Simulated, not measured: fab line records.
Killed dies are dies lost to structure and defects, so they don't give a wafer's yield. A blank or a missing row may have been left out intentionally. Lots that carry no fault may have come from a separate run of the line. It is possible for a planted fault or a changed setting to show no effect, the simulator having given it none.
Matching of chambers    flow nand harc    NHARC_A_STAIRCASE_ETCHBACK_422 on rie diel-10 has 4 sister chambers
The step etches the open film in CH3F/O2, target depth 40 nm, time 74.286 s. 18 wafers are shown with their chamber, then 9 later ones without.

## WAFERS, EACH WITH ITS CHAMBER
wafer   chamber  showerhead plenum p Torr (Torr)  drypump motor current A (A)  rf vpp V (V)
L076.3  1        2.39                             6.2                          243.0
L076.5  2        2.66                             5.5                          245.7
L076.6  3        2.49                             6.2                          244.7
L083.2  3        2.48                             6.1                          244.8
L083.3  1        2.38                             6.1                          242.4
L083.4  2        2.65                             5.5                          247.2
L085.2  2        2.65                             5.5                          246.4
L085.3  3        2.47                             6.1                          245.5
L085.5  1        2.38                             6.1                          242.2
L088.2  1        2.37                             6.1                          242.2
L088.3  3        2.47                             6.2                          242.6
L088.6  1        2.37                             6.1                          240.5
L089.2  3        2.47                             6.2                          244.6
L089.3  2        2.64                             5.5                          245.2
L089.4  0        2.41                             6.3                          244.1
L091.3  0        2.41                             6.2                          243.3
L091.4  1        2.37                             6.2                          242.3
L091.5  0        2.41                             6.3                          243.5

SIGNATURES (means of the wafers above)
reading                   chamber 0  chamber 1  chamber 2  chamber 3  scatter within a chamber
showerhead plenum p Torr  2.4100     2.3767     2.6500     2.4760     0.00781
drypump motor current A   6.267      6.133      5.500      6.160      0.0478
rf vpp V                  243.633    242.100    246.125    244.440    0.881
Rule: distance of a wafer from a chamber = root of the sum over the readings of ((wafer's reading minus chamber's mean) / reading's scatter) squared. The wafer belongs to the nearest chamber; if the next one is less than 2 further off, it can't be placed. The scatter is the square root of a quotient: the sum, over the shown wafers, of each reading's squared deviation from its chamber's mean, divided by wafers minus chambers.

## WAFERS WITHOUT THEIR CHAMBER
wafer   showerhead plenum p Torr (Torr)  drypump motor current A (A)  rf vpp V (V)
L092.3  2.40                             6.3                          243.0
L092.4  2.47                             6.2                          245.3
L092.5  2.47                             6.2                          242.6
L095.1  2.64                             5.5                          247.9
L095.4  2.36                             6.1                          243.5
L095.5  2.46                             6.2                          244.5
L097.1  2.63                             5.5                          247.9
L097.3  2.40                             6.3                          242.5
L097.5  2.46                             6.1                          246.6

## WHICH CHAMBER EACH WENT THROUGH
wafer   from the rows above  in truth
L092.3  0                    0
L092.4  3                    3
L092.5  3                    3
L095.1  2                    2
L095.4  1                    1
L095.5  3                    3
L097.1  2                    2
L097.3  0                    0
L097.5  3                    3
Correct placement for 9 of the 9. Can't be placed from these rows: 0. Number placed wrongly: 0.
